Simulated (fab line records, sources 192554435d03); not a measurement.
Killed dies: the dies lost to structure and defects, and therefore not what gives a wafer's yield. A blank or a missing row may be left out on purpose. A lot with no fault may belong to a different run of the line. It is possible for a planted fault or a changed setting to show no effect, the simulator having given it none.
fab line records	flow n5Finfet
[record] lots = 7	wafers = 18	lastDay = 18
route steps=1938 shown SD_EPI_N@294 SD_EPI_P@295 BEOL_M4@1111 PASSIVATION@1936
lots with no fault: from the same line, run without faults
startH: the number of hours between the record's first day and the start of the first shown wafer of the lot	waitH: hours since the lot's step before	" repeats the value in the row above	L1.1+2: one row covering several wafers at once	- no value present, or no start provided	* or withheld: withheld	< > ~ a bound
route shown NAME@n: a module of which the file shows steps, and the number in the route of the first	usual: the fault-free wafers' mean and standard deviation	same: alike in all rows	chamber/n: place in a boat	sites: each site's reading	_std_site: the values' standard deviation	_edge_site: mean of outer sites minus mean of inner sites	radiusMm: for every site, how far away it sits from the centre of the wafer	mask NAME#n: copy n	behind: tool/chamber where the wafer was last shaped	hold: why the lot went on hold/how many hours it stayed there/how the hold came to an end	device: transistor that didn't switch, given as n, p or np	end of line: the tests these same wafers got at the end of their route	a step with no rows: only its recipe	killed: the dies lost at the first sort to structure and to defects; this is not the yield of the wafer	map: a wafer's dies, x killed, . not, _ none there
set.NAME: the setting the step ran with; set.NAME@STEP: the setting that earlier step ran with	model.NAME: the simulator's own value behind a step, which no gauge read
lots at some steps of the route; a table a step, a row a wafer
services: when a tool's chamber went out of use (startH, in hours from the record's first day, below 0 if earlier), for how many hours, and the reason
[[steps]]
[step N5_SD_EPI_N_INSPECT_26]
[recipe] inspectInstrument = darkfield	mode = postEpi
[usual] rawDefectCount = 206/33
lot.wafer	tool	chamber	startH	waitH	rawDefectCount
L859.1	defectInspect-02	-	64.38	0.1	155
L859.2	"	-	"	"	261
L859.5	"	-	"	"	197
L868.4	defectInspect-02	-	121.31	0.2	163
L868.5	"	-	"	"	252
L868.6	"	-	"	"	212
L874.3	defectInspect-02	-	155.08	0.1	191
L874.5	"	-	"	"	153
L877.3	defectInspect-02	-	177.82	0.1	172
L877.4	"	-	"	"	191
L878.3	defectInspect-01	-	178.71	0.2	168
L878.4	"	-	"	"	193
L879.4	defectInspect-02	-	186.08	0.0	162
L879.5	"	-	"	"	192
L879.6	"	-	"	"	231
L880.3	defectInspect-02	-	191.19	0.1	236
L880.5	"	-	"	"	193
L880.6	"	-	"	"	191
[step N5_SD_EPI_P_COAT_34]
[recipe] resist = SOC	tempC = 250	timeS = 60	spinRpm = 1500	resistThkNm = 350
[step N5_SD_EPI_P_COAT_35]
[recipe] resist = SiARC	tempC = 220	timeS = 60	spinRpm = 1500	resistThkNm = 35
[step N5_SD_EPI_P_COAT_03]
[recipe] resist = CAR-ArF-block	spinRpm = 1500	resistThkNm = 150
[step N5_SD_EPI_P_EBR_05]
[recipe] solvent = PGMEA	ebrWidthMm = 1.5
[step N5_SD_EPI_P_SOFTBAKE_04]
[recipe] tempC = 110	timeS = 60	resist = CAR-ArF-block
[step N5_SD_EPI_P_EXPOSE_06]
[recipe] maskId = SD_P_BLK	na = 1.35	sourceShape = conventional	sigmaOuter = 0.8	polarization = unpolarized	targetCdNm = 240	doseMj = 39.5
[step N5_SD_EPI_P_PEB_07]
[recipe] pebTempC = 110	pebTimeS = 60	resist = CAR-ArF-block
[step N5_SD_EPI_P_DEVELOP_08]
[recipe] developTimeS = 30	developer = TMAH	resist = CAR-ArF-block	devTempC = 23	rinseLiquid = diw	dry = airSpin
[step N5_SD_EPI_P_CD_MEAS_09]
[recipe] targetCdNm = 240	landingEnergyEv = 500	detector = seInlens
[usual] cdNm = 239.9/0.76
lot.wafer	tool	chamber	startH	waitH	cdNm
L859.1	cdSem-03	0	64.66	-	241.8
L859.2	"	0	"	"	240.8
L859.5	"	0	"	"	241.1
L868.4	cdSem-02	0	121.71	-	239.1
L868.5	"	0	"	"	238.8
L868.6	"	0	"	"	239.3
L874.3	cdSem-02	0	155.45	-	239.3
L874.5	"	0	"	"	239.7
L877.3	cdSem-02	0	178.22	-	241.2
L877.4	"	0	"	"	242.0
L878.3	cdSem-02	0	179.11	-	240.5
L878.4	"	0	"	"	240.4
L879.4	cdSem-01	0	186.48	-	239.9
L879.5	"	0	"	"	240.8
L879.6	"	0	"	"	240.9
L880.3	cdSem-03	0	191.59	-	239.5
L880.5	"	0	"	"	239.6
L880.6	"	0	"	"	239.0
[step N5_SD_EPI_P_OVL_MEAS_10]
[recipe] pointsPerWafer = 44
[usual] SD_P_BLK_OVL = 0.3/0.69
lot.wafer	tool	chamber	startH	waitH	SD_P_BLK_OVL[nm]
L859.1	overlay-02	0	64.69	0.0	-0.2
L859.2	"	0	"	"	0.8
L859.5	"	0	"	"	0.5
L868.4	overlay-02	0	121.74	0.0	0.2
L868.5	"	0	"	"	-0.6
L868.6	"	0	"	"	-0.5
L874.3	overlay-01	0	155.47	0.0	-0.5
L874.5	"	0	"	"	0.9
L877.3	overlay-01	0	178.25	0.0	1.3
L877.4	"	0	"	"	1.2
L878.3	overlay-01	0	179.14	0.0	0.1
L878.4	"	0	"	"	0.0
L879.4	overlay-02	0	186.51	0.0	0.2
L879.5	"	0	"	"	0.2
L879.6	"	0	"	"	-0.2
L880.3	overlay-01	0	191.62	0.0	0.2
L880.5	"	0	"	"	-1.0
L880.6	"	0	"	"	0.2
[step N5_SD_EPI_P_INSPECT_11]
[recipe] mode = adi	inspectInstrument = macro
[usual] rawDefectCount = 2.0/1.3
lot.wafer	tool	chamber	startH	waitH	rawDefectCount
L859.1	defectInspect-01	-	64.71	0.0	5
L859.2	"	-	"	"	1
L859.5	"	-	"	"	2
L868.4	defectInspect-02	-	121.77	0.0	2
L868.5	"	-	"	"	1
L868.6	"	-	"	"	2
L874.3	defectInspect-02	-	155.50	0.0	1
L874.5	"	-	"	"	3
L877.3	defectInspect-02	-	178.28	0.0	1
L877.4	"	-	"	"	1
L878.3	defectInspect-01	-	179.16	0.0	2
L878.4	"	-	"	"	1
L879.4	defectInspect-01	-	186.53	0.0	1
L879.5	"	-	"	"	3
L879.6	"	-	"	"	1
L880.3	defectInspect-02	-	191.64	0.0	2
L880.5	"	-	"	"	2
L880.6	"	-	"	"	5
[step N5_SD_EPI_P_DESCUM_14]
[recipe] chemistry = O2	timeS = 7.9	sourcePowerW = 50	biasPowerW = 20	pressureMtorr = 20	rfFrequencyHz = 2.712e+07	tempC = 40	resist = CAR-ArF-block	o2FlowSccm = 225
[usual] biasPowerW = 20.01/0.058	drypumpMotorCurrentA = 5.8/0.35	oesProductAu = 0.78/0.09	rfFwdPowerW = 49.37/0.21	rfVppV = 243.5/1.2	showerheadPlenumPTorr = 2.11/0.057	throttleValvePct = 20.5/0.31
lot.wafer	tool	chamber	startH	waitH	biasPowerW	drypumpMotorCurrentA	oesProductAu	rfFwdPowerW	rfHoursCounterH	rfVppV	showerheadPlenumPTorr	throttleValvePct	model.CAR-ArF-block_of_SD_EPI_P_COAT_03.thkNm
L859.1	rieDiel-04	0	64.75	0.0	19.94	6.3	0.69	49.34	217	242.3	2.07	20.8	143.2
L859.2	"	3	"	"	19.97	5.4	0.82	49.39	81	243.1	2.12	20.3	142.6
L859.5	"	1	"	"	20.11	5.6	0.71	49.50	-	245.2	2.17	20.4	142.6
L868.4	rieDiel-03	1	121.88	0.1	20.00	6.1	0.76	49.45	-	245.3	2.18	20.8	143.4
L868.5	"	3	"	"	20.07	6.4	0.77	49.12	-	244.2	2.19	20.4	143.4
L868.6	"	0	"	"	19.92	5.6	0.92	49.50	-	242.9	2.04	19.8	142.8
L874.3	rieDiel-04	1	156.00	0.5	19.98	5.5	0.69	49.74	210	244.3	2.16	20.5	144.2
L874.5	"	0	"	"	20.06	6.3	0.68	49.31	-	243.4	2.06	20.9	143.8
L877.3	rieDiel-04	1	178.31	0.0	19.98	5.5	0.69	49.66	216	244.2	2.16	20.5	144.2
L877.4	"	3	"	"	19.99	5.4	0.79	49.20	-	243.7	2.10	20.4	143.4
L878.3	rieDiel-04	2	179.38	0.2	20.05	5.6	0.81	49.32	99	242.4	2.02	20.4	144
L878.4	"	3	"	"	20.06	5.4	0.79	49.53	-	243.8	2.10	20.4	143.2
L879.4	rieDiel-03	1	186.64	0.1	20.04	6.1	0.75	49.76	168	244.5	2.18	20.8	143.8
L879.5	"	1	"	"	19.97	6.1	0.74	49.51	-	245.4	2.18	20.8	143.6
L879.6	"	2	"	"	20.08	6.3	0.93	49.49	-	243.1	2.06	20.2	143.8
L880.3	rieDiel-03	2	191.67	0.0	19.88	6.3	0.92	49.59	20	242.5	2.06	20.2	143.6
L880.5	"	0	"	"	20.01	5.6	0.88	49.26	-	242.7	2.03	19.8	144
L880.6	"	3	"	"	19.94	6.3	0.76	49.17	-	244.5	2.18	20.4	144.2
[step N5_SD_EPI_P_ETCH_36]
[recipe] chemistry = CF4	target = SiARC	targetDepthA = 455	maskMaterial = CAR-ArF-block	timeS = 75.8	ionEnergyEv = 80	pressureMtorr = 40	sourceW = 545	biasW = 36	Ar_flow_sccm = 100	cf4FlowSccm = 100	ends = cleared
[usual] drypumpMotorCurrentA = 5.8/0.34	etchRfOnTimeS = 75.7/1	oesProductAu = 0.67/0.077	rfFwdPowerW = 539.6/1.9	rfVppV = 184.3/1	showerheadPlenumPTorr = 2.16/0.056	throttleValvePct = 15.6/0.32
lot.wafer	tool	chamber	startH	waitH	drypumpMotorCurrentA	etchRfOnTimeS	oesProductAu	rfFwdPowerW	rfHoursCounterH	rfVppV	showerheadPlenumPTorr	throttleValvePct	model.CAR-ArF-block_of_SD_EPI_P_COAT_03.thkNm
L859.1	rieDiel-04	0	64.78	0.0	6.3	78.6	0.58	538.8	217	183.8	2.12	16.1	110.4
L859.2	"	3	"	"	5.5	76.7	0.70	542.5	81	185.4	2.17	15.5	110
L859.5	"	1	"	"	5.6	75.5	0.61	541.9	-	185.2	2.22	15.6	110
L868.4	rieDiel-03	1	121.93	0.0	6.1	75.7	0.66	538.5	-	185.4	2.23	16.0	111.2
L868.5	"	3	"	"	6.3	75.5	0.66	538.7	-	184.7	2.24	15.6	111
L868.6	"	0	"	"	5.6	73.5	0.79	540.3	-	184.4	2.09	15.0	110.6
L874.3	rieDiel-04	1	156.03	0.0	5.5	75.0	0.59	543.4	210	185.1	2.21	15.7	111.6
L874.5	"	0	"	"	6.3	76.6	0.57	538.8	-	182.9	2.11	16.1	111.2
L877.3	rieDiel-04	1	178.34	0.0	5.6	74.8	0.59	540.1	216	184.8	2.20	15.7	111.6
L877.4	"	3	"	"	5.5	74.4	0.69	536.0	-	184.8	2.16	15.6	110.8
L878.3	rieDiel-04	2	179.42	0.0	5.6	74.9	0.70	541.8	99	183.6	2.07	15.5	111.4
L878.4	"	3	"	"	5.4	75.8	0.67	540.0	-	185.7	2.16	15.6	110.6
L879.4	rieDiel-03	1	186.67	0.0	6.1	76.3	0.64	542.8	168	185.1	2.23	16.0	111.4
L879.5	"	1	"	"	6.1	75.7	0.64	540.9	-	184.2	2.23	16.0	111
L879.6	"	2	"	"	6.3	74.5	0.80	542.1	-	184.5	2.10	15.3	111.2
L880.3	rieDiel-03	2	191.71	0.0	6.3	74.2	0.79	541.2	20	183.3	2.10	15.3	111.2
L880.5	"	0	"	"	5.6	75.2	0.75	541.0	-	184.1	2.09	15.0	111.6
L880.6	"	3	"	"	6.3	75.8	0.64	541.0	-	185.2	2.23	15.6	111.8
[step N5_SD_EPI_P_ETCH_37]
[recipe] chemistry = N2/H2	target = SOC	overetchA = 1080	maskMaterial = SiARC	tempC = 40	ionEnergyEv = 100	sourceW = 3000	biasW = 133	pressureMtorr = 20	timeS = 486	n2FlowSccm = 200	h2FlowSccm = 200	ends = endPoint
[usual] drypumpMotorCurrentA = 5.8/0.35	oesProductAu = 0.70/0.077	rfFwdPowerW = 2995/9.2	rfVppV = 241.0/1.2	showerheadPlenumPTorr = 2.56/0.067	throttleValvePct = 23.9/0.35
lot.wafer	tool	chamber	startH	waitH	drypumpMotorCurrentA	oesProductAu	rfFwdPowerW	rfHoursCounterH	rfVppV	showerheadPlenumPTorr	throttleValvePct
L859.1	rieDiel-04	0	64.84	0.0	6.3	0.62	3008	217	240.1	2.51	24.2
L859.2	"	3	"	"	5.4	0.74	3005	82	240.7	2.56	23.7
L859.5	"	1	"	"	5.6	0.64	2995	-	241.5	2.64	24.0
L868.4	rieDiel-03	1	122.11	0.2	6.1	0.69	2992	-	243.0	2.65	24.3
L868.5	"	3	"	"	6.3	0.69	2990	-	242.2	2.64	23.6
L868.6	"	0	"	"	5.6	0.81	2994	-	240.7	2.48	23.2
L874.3	rieDiel-04	1	156.09	0.0	5.6	0.62	2997	210	241.9	2.62	24.0
L874.5	"	0	"	"	6.3	0.61	2997	-	240.2	2.50	24.3
L877.3	rieDiel-04	1	178.40	0.0	5.5	0.61	3002	216	241.4	2.62	24.0
L877.4	"	3	"	"	5.5	0.71	2994	-	241.0	2.55	23.8
L878.3	rieDiel-04	2	179.47	0.0	5.7	0.73	2974	99	237.9	2.46	24.1
L878.4	"	3	"	"	5.4	0.70	3000	-	242.2	2.55	23.8
L879.4	rieDiel-03	1	186.73	0.0	6.1	0.67	2992	169	242.6	2.64	24.4
L879.5	"	1	"	"	6.1	0.67	3001	-	243.2	2.64	24.4
L879.6	"	2	"	"	6.3	0.83	2997	-	238.6	2.48	23.7
L880.3	rieDiel-03	2	191.77	0.0	6.3	0.81	2989	20	240.6	2.48	23.7
L880.5	"	0	"	"	5.7	0.79	2975	-	240.1	2.48	23.2
L880.6	"	3	"	"	6.3	0.68	3002	-	241.8	2.63	23.6
[step N5_BEOL_M4_RC_MEAS_101]
[usual] DIBL_N = 36.5/1.4	DIBL_P = 36.5/1.6	IOFF_N = 0.163/0.022	IOFF_P = 0.219/0.029	ION_N = 675/8.3	ION_P = 464/6.2	SS_N = 71.5/0.52	SS_P = 73.4/0.57	VT_N = 249.7/2.6	VT_P = -250/3
lot.wafer	tool	chamber	startH	waitH	DIBL_N[mV/V]	DIBL_P[mV/V]	IOFF_N[nA/um]	IOFF_P[nA/um]	ION_N[uA/um]	ION_P[uA/um]	SS_N[mV/dec]	SS_P[mV/dec]	VT_N[mV]	VT_P[mV]
L859.1	prober-01	0	183.17	0.0	35.1	35.4	0.143	0.181	667	453	70.8	73.2	250.3	-253
L859.2	"	0	"	"	35.9	36.8	0.167	0.206	674	459	72.0	73.4	246.6	-252
L859.5	"	0	"	"	34.9	34.7	0.136	0.169	661	455	71.5	73.3	251.5	-255
L868.4	prober-02	0	232.44	0.5	38.3	38.4	0.217	0.288	693	475	71.7	73.1	245.6	-242
L868.5	"	0	"	"	37.1	38.1	0.190	0.275	686	478	71.1	73.4	245.2	-246
L868.6	"	0	"	"	36.1	37.9	0.180	0.271	684	476	70.4	73.4	247.6	-242
L874.3	prober-02	0	272.22	0.3	36.8	37.0	0.186	0.239	685	466	71.5	73.9	244.8	-247
L874.5	"	0	"	"	37.0	37.2	0.177	0.246	686	472	72.0	73.8	248.6	-246
L877.3	prober-02	0	290.99	0.3	37.4	36.4	0.161	0.229	673	466	71.7	73.8	249.1	-247
L877.4	"	0	"	"	38.7	37.4	0.177	0.240	679	467	71.8	74.0	246.7	-248
L878.3	prober-01	0	298.52	0.3	35.0	35.4	0.141	0.176	665	456	70.8	73.8	251.7	-255
L878.4	"	0	"	"	34.0	34.5	0.126	0.160	660	454	71.0	73.5	253.9	-253
L879.4	prober-02	0	310.83	0.5	34.2	35.8	0.136	0.198	681	470	71.7	73.1	250.4	-252
L879.5	"	0	"	"	34.4	36.2	0.140	0.202	674	467	71.6	72.8	251.3	-250
L879.6	"	0	"	"	33.5	35.1	0.131	0.191	666	466	70.4	72.6	252.4	-252
L880.3	prober-02	0	317.03	0.3	36.0	35.2	0.146	0.213	671	470	72.1	73.3	251.6	-248
L880.5	"	0	"	"	36.0	35.6	0.148	0.219	673	463	71.5	73.5	250.7	-249
L880.6	"	0	"	"	34.4	32.7	0.123	0.188	675	471	70.1	73.1	250.2	-250
[step N5_PASSIVATION_PROBE_49]
[usual] defectLimitedYield = 91.2/1.6	killed_at_M0_to_M3 = 33/11	killed_at_M4_up = 15/6.2	killedAtContacts = 15/7.1	killedAtFrontEnd = 38/12	killedAtOther = 4/3.5	killedDies = 104/19	killedOpen = 69/14	killedShort = 34/8.5	sort_bin_5_function = 5.2/0.99	sort_bin_6_memory = 3.3/0.77	sortNPass = 1076/19	sortYieldPct = 91.2/1.6
[same] grossDies = 1180	killedAtBackSide = 0	sort_bin_4_leakage[%] = 0	sort_bin_8_speed[%] = 0
lot.wafer	tool	chamber	startH	waitH	defectLimitedYield[%]	killed_at_M0_to_M3	killed_at_M4_up	killedAtContacts	killedAtFrontEnd	killedAtOther	killedDies	killedOpen	killedShort	sort_bin_5_function[%]	sort_bin_6_memory[%]	sortNPass	sortYieldPct[%]
L859.1	prober-01	-	288.14	0.0	95.0	9	12	12	22	4	59	37	21	3.3	1.4	1121	95.0
L859.2	prober-01	-	288.19	0.1	90.3	25	17	20	39	13	114	72	42	5.5	3.8	1066	90.3
L859.5	prober-01	-	288.34	0.2	92.9	14	6	22	36	6	84	54	29	4.0	2.8	1096	92.9
L868.4	prober-02	-	335.21	0.2	92.3	26	15	10	35	5	91	68	23	4.4	3.2	1089	92.3
L868.5	prober-02	-	335.26	0.2	91.4	27	12	13	46	4	102	71	31	5.2	2.8	1078	91.4
L868.6	prober-02	-	335.31	0.3	90.7	43	19	4	41	3	110	74	35	6.0	3.0	1070	90.7
L874.3	prober-01	-	374.49	0.1	90.7	47	9	24	26	4	110	75	35	5.4	3.5	1070	90.7
L874.5	prober-01	-	374.59	0.2	93.0	25	14	4	34	6	83	51	31	4.0	2.7	1097	93.0
L877.4	prober-01	-	398.95	0.2	91.9	25	11	4	51	5	96	61	34	4.8	3.0	1084	91.9
// killed by level:class
L859.1 MOL_CONTACT_COAG:geometricParticle:open=9 FIN_SAQP:geometricParticle:short=6 FIN_SAQP:geometricParticle:open=5 MOL_CONTACT_COAG:geometricParticle:short=3 BEOL_M1:geometricParticle:open=3 BEOL_M4:geometricParticle:short=3 DUMMY_GATE:geometricParticle:open=2 SPACER0:geometricParticle:short=2
L859.2 MOL_CONTACT_COAG:geometricParticle:open=16 FIN_SAQP:geometricParticle:open=15 BEOL_M4:geometricParticle:open=11 FIN_SAQP:geometricParticle:short=10 BEOL_M0_SAQP:geometricParticle:open=8 PAD_METAL:geometricParticle:short=6 BEOL_M0_SAQP:geometricParticle:short=5 BEOL_M1:geometricParticle:open=5
L859.5 MOL_CONTACT_COAG:geometricParticle:open=15 FIN_SAQP:geometricParticle:open=9 STI_FIN_REVEAL:geometricParticle:open=7 MOL_CONTACT_COAG:geometricParticle:short=7 FIN_SAQP:geometricParticle:short=5 BEOL_M0_SAQP:geometricParticle:short=5 STARTING-WAFER:geometricParticle:short=5 PAD_METAL:geometricParticle:open=4
L868.4 STI_FIN_REVEAL:geometricParticle:open=10 MOL_CONTACT_COAG:geometricParticle:open=8 BEOL_M2:geometricParticle:open=8 ILD0:geometricParticle:open=7 BEOL_M0_SAQP:geometricParticle:short=7 BEOL_M4:geometricParticle:open=7 BEOL_M0_SAQP:geometricParticle:open=4 BEOL_M1:geometricParticle:open=4
L868.5 STI_FIN_REVEAL:geometricParticle:open=18 MOL_CONTACT_COAG:geometricParticle:open=13 BEOL_M0_SAQP:geometricParticle:short=8 FIN_SAQP:geometricParticle:open=7 BEOL_M1:geometricParticle:open=6 BEOL_M3:geometricParticle:open=5 STARTING-WAFER:geometricParticle:short=5 ILD0:geometricParticle:short=4
L868.6 BEOL_M2:geometricParticle:open=12 BEOL_M1:geometricParticle:open=11 FIN_SAQP:geometricParticle:open=10 BEOL_M4:geometricParticle:open=10 FIN_SAQP:geometricParticle:short=8 BEOL_M3:geometricParticle:open=7 BEOL_M1:geometricParticle:short=5 BEOL_M0_SAQP:geometricParticle:open=4
L874.3 MOL_CONTACT_COAG:geometricParticle:open=21 BEOL_M2:geometricParticle:open=18 BEOL_M1:geometricParticle:open=10 BEOL_M0_SAQP:geometricParticle:short=9 STARTING-WAFER:geometricParticle:short=8 BEOL_M4:geometricParticle:open=4 FIN_SAQP:geometricParticle:open=3 STI_FIN_REVEAL:geometricParticle:open=3
L874.5 BEOL_M0_SAQP:geometricParticle:open=6 BEOL_M4:geometricParticle:open=6 STARTING-WAFER:geometricParticle:open=6 BEOL_M2:geometricParticle:open=5 FIN_SAQP:geometricParticle:short=4 STI_FIN_REVEAL:geometricParticle:open=4 GATE_CUT:geometricParticle:short=4 BEOL_M0_SAQP:geometricParticle:short=4
L877.4 STI_FIN_REVEAL:geometricParticle:open=10 FIN_SAQP:geometricParticle:short=9 BEOL_M4:geometricParticle:open=7 GATE_CUT:geometricParticle:open=6 BEOL_M1:geometricParticle:open=6 FIN_SAQP:geometricParticle:open=5 GATE_CUT:geometricParticle:short=5 MOL_CONTACT_COAG:geometricParticle:open=4
[[services]]
tool	chamber	startH	hours	kind
rieDiel-03	2	103.59	-	clean
rieDiel-03	2	103.59	-	consumableReplace:focusRing
rieDiel-03	2	103.59	19.6	scheduledDown
rieDiel-03	2	103.59	19.6	ventCycle
rieDiel-04	1	139.91	2.5	repair
rieDiel-03	1	140.98	6.8	repair
rieDiel-04	-	163.06	1.1	repair
rieDiel-04	0	170.61	-	clean
rieDiel-04	0	170.61	-	consumableReplace:focusRing
rieDiel-04	0	170.61	19.5	scheduledDown
rieDiel-04	0	170.61	19.5	ventCycle
[[key]]
firstSign none at tools or gauges
[modelEffect] step = N5_SD_EPI_P_DESCUM_14	value = CAR-ArF-block_of_SD_EPI_P_COAT_03.thkNm	without = 144.5	struck = 143.5
[modelEffect] step = N5_SD_EPI_P_ETCH_36	value = CAR-ArF-block_of_SD_EPI_P_COAT_03.thkNm	without = 111.9	struck = 110.9
metAt N5_SD_EPI_P_DESCUM_14
struckWafers L874.5,L877.4,L878.4
onsetBetween 64.75 156.00
[fault] kind = processParameterDrift	tool = rieDiel-04	chamber = -	onsetH = 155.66	steps = N5_SD_EPI_P_DESCUM_14	channel = timeS	offset = *	shape = step	endH = 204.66	scope = struckWafersOnly	actsIn = *	stated = *
